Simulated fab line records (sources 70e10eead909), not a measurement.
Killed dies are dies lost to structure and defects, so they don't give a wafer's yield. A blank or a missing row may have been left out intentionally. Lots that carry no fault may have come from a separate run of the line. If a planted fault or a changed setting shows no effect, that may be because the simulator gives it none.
8D (eight disciplines) problem report, filled in by code | flow nand harc | the parts of the form that need people (team, actions taken, sign-off) are left out

== 1. WHAT IS WRONG ==
At NHARC_A_SLIT_INSPECT_11, raw defect count averages 818 over 6 wafers from 2 lots, while fault-free wafers read 60, standard deviation 32. That is +24 standard deviations from the usual mean.
The first sign was on wafer L823.1 at day 24 17:40, on defect inspect-02. The record holds 36 wafers of 12 lots with a number at this step. Rule for "out" (also "out of limits"): further than 4 standard deviations from the usual mean. All remaining wafers that have a number are taken as sound.

== 2. WHAT THIS IS AND IS NOT ==
question                    | is                     | is not
which readings at this step | raw defect count       | -
which lots                  | L823, L825             | L811, L812, L814, L815, L817, L818, L830, L831, L832, L833
which wafers of those lots  | all that have a number | -
read on which gauges        | defect inspect-02      | defect inspect-01
when                        | from day 24 17:40      | up to then (18 sound wafers); but 12 sound wafers of L830, L831, L832, L833 came after

== 3. WHAT RULES OUT EACH SUSPECT ==
Counting: a tool at a process step up to the reading stays a suspect if it ran every lot that is out and no sound lot after the first of them.
- the gauge at NHARC_A_SLIT_INSPECT_11: kept. All the wafers that are out were read on defect inspect-02, and no step on other tools shows them out.
- acl dep-01 at NHARC_A_SLIT_DEP_00 (deposits aC, target thk 6200 nm): ruled out as a lasting fault. The sound lots L832 went through it after L823, its earliest lot that is out (day 24 13:13).
Remaining after the count: defect inspect-02 at NHARC_A_SLIT_INSPECT_11.

== 4. THE CAUSE (what the simulator had put in) ==
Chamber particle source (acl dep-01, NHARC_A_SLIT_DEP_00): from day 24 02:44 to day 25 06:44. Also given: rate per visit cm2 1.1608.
It was ruled out by counting, in error; the rule expects a fault to strike all lots run on its tool from its start on, and this fault did not.

== 5. THE EFFECT CHAIN, in route order ==
One row per reading whose mean, taken over the struck wafers that have a number, lies over 3 standard deviations from the usual. Only readings for which the record gives a usual standard deviation are gone through. hours: the time from each lot's start at the first step in this table that gives one to its start at this step, as a median over the lots. sigmas: the change in usual standard deviations.
hours | step                          | reading          | usual | on struck wafers | change | sigmas
0     | NHARC_A_SLIT_INSPECT_11       | raw defect count | 60    | 818              | +758   | +24
13    | NHARC_A_SIN_REMOVE_INSPECT_04 | raw defect count | 407   | 1089             | +682   | +7.0
109   | NHARC_END_SORT_01             | killed at array  | 52    | 116              | +64    | +3.6
109   | NHARC_END_SORT_01             | killed dies      | 56    | 120              | +64    | +3.8

== 6. HOW IT WOULD HAVE BEEN CAUGHT EARLIER ==
Counted from the fault's start at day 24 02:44, it took 15 hours until the first out-of-limits reading at a measuring or inspecting step in this record, taken at day 24 17:40.
No tool reading at NHARC_A_SLIT_DEP_00 that has a usual standard deviation in the record was out on any struck wafer, so an alarm limit of 4 standard deviations on those readings would not have fired.
